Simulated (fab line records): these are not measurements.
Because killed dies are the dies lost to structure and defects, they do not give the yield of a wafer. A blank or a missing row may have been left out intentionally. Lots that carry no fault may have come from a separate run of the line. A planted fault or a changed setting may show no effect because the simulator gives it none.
Check for tools in common -- flow nandHarc -- 11 lots and 32 wafers in the sample

== THE REASON FOR OPENING IT ==
At NHARC_P_M0_CD_MEAS_09 the reading cdNm is flagged on 2 of 11 lots. Fault-free wafers read 89.7 nm, with a standard deviation of 0.51.
Rule: a lot gets a flag if all its wafers with a number sit over 4 standard deviations from that mean, or if no wafer of it has a number. All remaining lots are regarded as sound.

lot,measured,on,"cdNm (nm), wafer by wafer",flag
L510,day 6 01:16,cdSem-02,89.8 91.0 90.4,
L514,day 6 16:56,cdSem-01,88.8 89.2 89.2,
L516,day 7 13:10,cdSem-03,89.8 89.3 89.7,
L517,day 7 13:48,cdSem-01,90.3 90.3 90.0,
L519,day 8 00:48,cdSem-01,89.0 89.0 89.9,
L522,day 9 02:30,cdSem-02,89.6 89.9 89.4,
L527,day 10 01:03,cdSem-02,105.2 105.3,FLAGGED
L529,day 10 17:06,cdSem-01,102.5 102.4 102.1,FLAGGED
L530,day 10 22:00,cdSem-03,89.6 89.4 89.1,
L531,day 11 05:11,cdSem-02,89.8 89.7 89.9,
L533,day 11 15:09,cdSem-02,89.7 89.5 90.0,
The mean of the flagged lots' numbers is 103.5 nm, +13.8 nm from the usual (+27 standard deviations).

== TOOL THAT RAN EACH LOT ==
2 process steps preceding the reading are held in the record, out of 1159 steps in the route. Every cell lists first the tool, next ch and the chambers used by the sampled wafers, and last the start.
lot,flag,NHARC_P_CONTACT_ETCH_36,NHARC_P_M0_EXPOSE_06
L510,,"rieDiel-06 ch 0,1,3, day 6 01:07 or earlier","arfiScanner-01 ch 0, day 6 01:07"
L514,,"rieDiel-05 ch 1,2,3, day 6 16:47 or earlier","arfiScanner-02 ch 0, day 6 16:47"
L516,,"rieDiel-12 ch 1,2,3, day 7 13:02 or earlier","arfiScanner-03 ch 0, day 7 13:02"
L517,,"rieDiel-12 ch 1,3, day 7 13:40 or earlier","arfiScanner-01 ch 0, day 7 13:40"
L519,,"rieDiel-12 ch 0,2,3, day 8 00:40 or earlier","arfiScanner-02 ch 0, day 8 00:40"
L522,,"rieDiel-12 ch 0,1,3, day 9 02:22 or earlier","arfiScanner-03 ch 0, day 9 02:22"
L527,FLAGGED,"rieDiel-12 ch 1,3, day 10 00:55 or earlier","arfiScanner-03 ch 0, day 10 00:55"
L529,FLAGGED,"rieDiel-12 ch 0,1,2, day 10 16:58 or earlier","arfiScanner-03 ch 0, day 10 16:58"
L530,,"rieDiel-12 ch 0,1,3, day 10 21:52 or earlier","arfiScanner-01 ch 0, day 10 21:52"
L531,,"rieDiel-12 ch 1,2,3, day 11 05:03 or earlier","arfiScanner-02 ch 0, day 11 05:03"
L533,,"rieDiel-12 ch 1,2, day 11 15:01 or earlier","arfiScanner-02 ch 0, day 11 15:01"
What is done by these steps:
- NHARC_P_CONTACT_ETCH_36: etches the open film in N2/H2, target depth 260 nm, time 406.25 s.
- NHARC_P_M0_EXPOSE_06: exposes mask P M0, target cd 90 nm.
- NHARC_P_M0_CD_MEAS_09: target cd 90 nm.

== FLAGGED AGAINST TOTAL, ONE TOOL AT A TIME (gauges that did the reading follow at the end) ==
step,tool,lots run,flagged,share of the flagged lots,sound lots run after its first flagged lot
NHARC_P_CONTACT_ETCH_36,rieDiel-05,1,0,none,-
NHARC_P_CONTACT_ETCH_36,rieDiel-06,1,0,none,-
NHARC_P_CONTACT_ETCH_36,rieDiel-12,9,2,all,"3 (L530,L531,L533)"
NHARC_P_M0_EXPOSE_06,arfiScanner-01,3,0,none,-
NHARC_P_M0_EXPOSE_06,arfiScanner-02,4,0,none,-
NHARC_P_M0_EXPOSE_06,arfiScanner-03,4,2,all,0
NHARC_P_M0_CD_MEAS_09,cdSem-01,4,1,some,0
NHARC_P_M0_CD_MEAS_09,cdSem-02,5,1,some,"2 (L531,L533)"
NHARC_P_M0_CD_MEAS_09,cdSem-03,2,0,none,-
NHARC_P_CONTACT_ETCH_36 gives no start for some lots, so the hours and the order of its lots are those of NHARC_P_M0_EXPOSE_06.

== WHAT THE TABLE PERMITS ==
Table rows that saw every flagged lot: 2, namely rieDiel-12 at NHARC_P_CONTACT_ETCH_36 and arfiScanner-03 at NHARC_P_M0_EXPOSE_06.
- rieDiel-12 at NHARC_P_CONTACT_ETCH_36: 2 of its 9 lots flagged. After the first flagged lot (L530, L531, L533), sound lots still ran on it; a lasting fault on the whole tool would not permit that.
- arfiScanner-03 at NHARC_P_M0_EXPOSE_06: 2 of its 4 lots flagged. Last sound lot L522 at day 9 02:22, first flagged lot L527 at day 10 00:55; a fault beginning in between fits. Its own readings lie more than 4 standard deviations out on every wafer of the flagged lots: exposureDoseMJCm2.
Left over: one tool, arfiScanner-03 at NHARC_P_M0_EXPOSE_06.

== WHAT THE SIMULATOR PUT IN ==
Process parameter drift: arfiScanner-03, from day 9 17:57 on, at NHARC_P_M0_EXPOSE_06. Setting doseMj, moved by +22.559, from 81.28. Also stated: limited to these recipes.
Lots struck among those shown: L527, L529. The rule above found the same.
